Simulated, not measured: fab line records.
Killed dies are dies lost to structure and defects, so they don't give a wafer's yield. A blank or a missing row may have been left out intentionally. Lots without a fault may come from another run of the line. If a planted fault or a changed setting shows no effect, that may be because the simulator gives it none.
Which tool did it? :: flow n5_finfet :: 12 lots with 36 wafers sampled at 2 steps, on a route of 1938 steps

WHAT EACH GAUGE READ, for each wafer
N5_BEOL_M1_OCD_MEAS_38.
lot: L075
measured: day 6 17:21
on: ocd-02
trench_depth_nm (nm): 54.7 53.4 53.3

lot: L077
measured: day 6 23:25
on: ocd-01
trench_depth_nm (nm): 55.3 56.5 53.1

lot: L079
measured: day 7 13:28
on: ocd-01
trench_depth_nm (nm): 55.4 54.0 56.5

lot: L081
measured: day 8 00:18
on: ocd-02
trench_depth_nm (nm): 55.9 57.2 55.3

lot: L083
measured: day 8 10:20
on: ocd-02
trench_depth_nm (nm): 54.8 54.7 57.4

lot: L085
measured: day 9 02:11
on: ocd-02
trench_depth_nm (nm): 55.4 53.7 55.6

lot: L087
measured: day 9 15:55
on: ocd-01
trench_depth_nm (nm): 55.9 56.0 56.8

lot: L090
measured: day 10 02:46
on: ocd-02
trench_depth_nm (nm): 55.0 55.1 54.5

lot: L091
measured: day 10 09:15
on: ocd-02
trench_depth_nm (nm): 57.0 55.3 55.1

lot: L093
measured: day 11 01:47
on: ocd-02
trench_depth_nm (nm): 55.4 55.0 55.3

lot: L095
measured: day 11 12:10
on: ocd-01
trench_depth_nm (nm): 54.1 54.6 54.0

lot: L097
measured: day 11 21:22
on: ocd-01
trench_depth_nm (nm): 55.9 56.7 54.8

EACH LOT AND THE TOOL THAT RAN IT (in order: tool; ch and the chambers of the sampled wafers; start)
lot: L075
N5_BEOL_M1_DESCUM_33: rie_diel-03 ch 0,2,3, day 6 15:11

lot: L077
N5_BEOL_M1_DESCUM_33: rie_diel-03 ch 1,2,3, day 6 22:14

lot: L079
N5_BEOL_M1_DESCUM_33: rie_diel-04 ch 1,2, day 7 10:25

lot: L081
N5_BEOL_M1_DESCUM_33: rie_diel-01 ch 0,3, day 7 23:24

lot: L083
N5_BEOL_M1_DESCUM_33: rie_diel-04 ch 1,2, day 8 08:22

lot: L085
N5_BEOL_M1_DESCUM_33: rie_diel-01 ch 0,2,3, day 8 23:22

lot: L087
N5_BEOL_M1_DESCUM_33: rie_diel-04 ch 1,2,3, day 9 07:32

lot: L090
N5_BEOL_M1_DESCUM_33: rie_diel-03 ch 1,3, day 10 01:35

lot: L091
N5_BEOL_M1_DESCUM_33: rie_diel-03 ch 1,2,3, day 10 07:56

lot: L093
N5_BEOL_M1_DESCUM_33: rie_diel-01 ch 1,2,3, day 10 20:09

lot: L095
N5_BEOL_M1_DESCUM_33: rie_diel-04 ch 0,1,2, day 11 08:22

lot: L097
N5_BEOL_M1_DESCUM_33: rie_diel-03 ch 0,1,2, day 11 17:43
- N5_BEOL_M1_DESCUM_33: chemistry O2, time 7 s.

THE ANSWER, worked out from the rows above alone
Rule: what is usual is taken from the lots themselves. The widest of any qualifying gaps counts: lots, ordered by their means at a reading, are off when they make up no more than a third of the lots, leave a main group of 4 or more, and stand apart from it by 3 or more times the standard deviation of that group's means. If all means in a main group match to the digits the tables above print for the reading, that group is not used. A lot without any number at a reading at which 4 lots or more have one is off too. Any other lot the step has rows for is counted as sound.
Across all readings shown, no lot is off: no conclusion can be drawn from this.

WHAT THE SIMULATOR PUT IN
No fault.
